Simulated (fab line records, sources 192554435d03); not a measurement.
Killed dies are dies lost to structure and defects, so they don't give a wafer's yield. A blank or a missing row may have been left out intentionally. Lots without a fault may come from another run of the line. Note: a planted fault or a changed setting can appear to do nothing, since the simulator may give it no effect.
8D (eight disciplines) problem report, filled in by code || flow n5 finfet || the parts of the form that need people (team, actions taken, sign-off) are left out

## 1. WHAT IS WRONG
Wafers free of any fault read 5.80 (standard deviation 0.14) for CJ_P at N5_BEOL_M4_RC_MEAS_101, against a mean of 3.89 on 6 wafers of 2 lots. That puts it -14 standard deviations away from the usual mean.
Earliest sighting: wafer L219.2 on prober-01 at day 12 12:56. The record holds 30 wafers of 10 lots with a number at this step. The rule behind "out" and "out of limits": a value lying over 4 standard deviations away from the usual mean. The rest of the wafers with a number are treated as sound.

## 2. WHAT IT IS; WHAT IT IS NOT
{"question": "which readings at this step", "is": "CJ_P", "is not": "DIBL_N, DIBL_P, IOFF_N, ION_N, ION_P, SS_N, SS_P, VT_N, VT_P"}
{"question": "which lots", "is": "L219, L221", "is not": "L200, L204, L206, L209, L210, L212, L213, L223"}
{"question": "which wafers of those lots", "is": "all that have a number", "is not": "-"}
{"question": "read on which gauges", "is": "prober-01, prober-02", "is not": "-"}
{"question": "when", "is": "from day 12 12:56", "is not": "up to then (21 sound wafers); but 3 sound wafers of L223 came after"}

## 3. SUSPECTS, AND WHAT RULES EACH OUT
Counting: any tool at a process step up to the reading is kept as a suspect provided that every lot that is out went through it and no sound lot did after the first of them.
- the gauge at N5_BEOL_M4_RC_MEAS_101: ruled out. Those wafers that are out were read across 2 gauges (prober-01, prober-02).
- rie diel-02 at N5_WELL_APT_DESCUM_13 (chemistry O2, time 7.9 s): ruled out as a lasting fault. The sound lots L223 went through it after L219, its earliest lot that is out (day 6 07:50).
- implanter-02 at N5_WELL_APT_IMPLANT_15: kept. Every lot that is out went through it, starting with L219 (day 6 08:09), and after that it ran no sound lot; the last sound lot it ran before then is L210 (day 4 02:17). Out on those wafers are its own readings of dose ions cm2, faraday current uA.
Remaining after the count: implanter-02 at N5_WELL_APT_IMPLANT_15.

## 4. THE CAUSE (what the simulator had put in)
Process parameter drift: implanter-02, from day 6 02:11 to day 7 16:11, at N5_WELL_APT_IMPLANT_15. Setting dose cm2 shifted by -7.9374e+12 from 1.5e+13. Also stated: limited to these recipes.
Only this tool survived the counting.

## 5. THE EFFECT CHAIN, in route order
Each row: a reading where the mean over the struck wafers with a number is more than 3 standard deviations away from the usual. Only readings whose record carries a usual standard deviation are examined. hours: median over the lots of the time between each lot's start at the first step of this table that gives one and its start at this step. sigmas: the change, counted in usual standard deviations.
{"hours": 0, "step": "N5_WELL_APT_IMPLANT_15", "reading": "dose ions cm2", "usual": 1.5002e+13, "on struck wafers": 7.0748e+12, "change": -7.9272e+12, "sigmas": "-99 or more"}
{"hours": 0, "step": "N5_WELL_APT_IMPLANT_15", "reading": "faraday current uA", "usual": 190, "on struck wafers": 90, "change": -100, "sigmas": -26}
{"hours": 155, "step": "N5_BEOL_M4_RC_MEAS_101", "reading": "CJ_P", "usual": 5.80, "on struck wafers": 3.89, "change": -1.91, "sigmas": -14}
It contains these process steps:
- N5_WELL_APT_IMPLANT_15

## 6. WHAT WOULD HAVE CAUGHT IT SOONER
Counted from the fault's start at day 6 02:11, it took 155 hours until the first out-of-limits reading at a measuring or inspecting step in this record, taken at day 12 12:56.
At N5_WELL_APT_IMPLANT_15, the tool's own readings (dose ions cm2, faraday current uA) were out on each struck wafer the step has a row for, so an alarm limit on them would have fired on the first such wafer.
Lots out: 2; all had begun N5_WELL_APT_IMPLANT_15 on implanter-02 by day 12 12:56. None of them would have been spared by holding the tool at that moment.
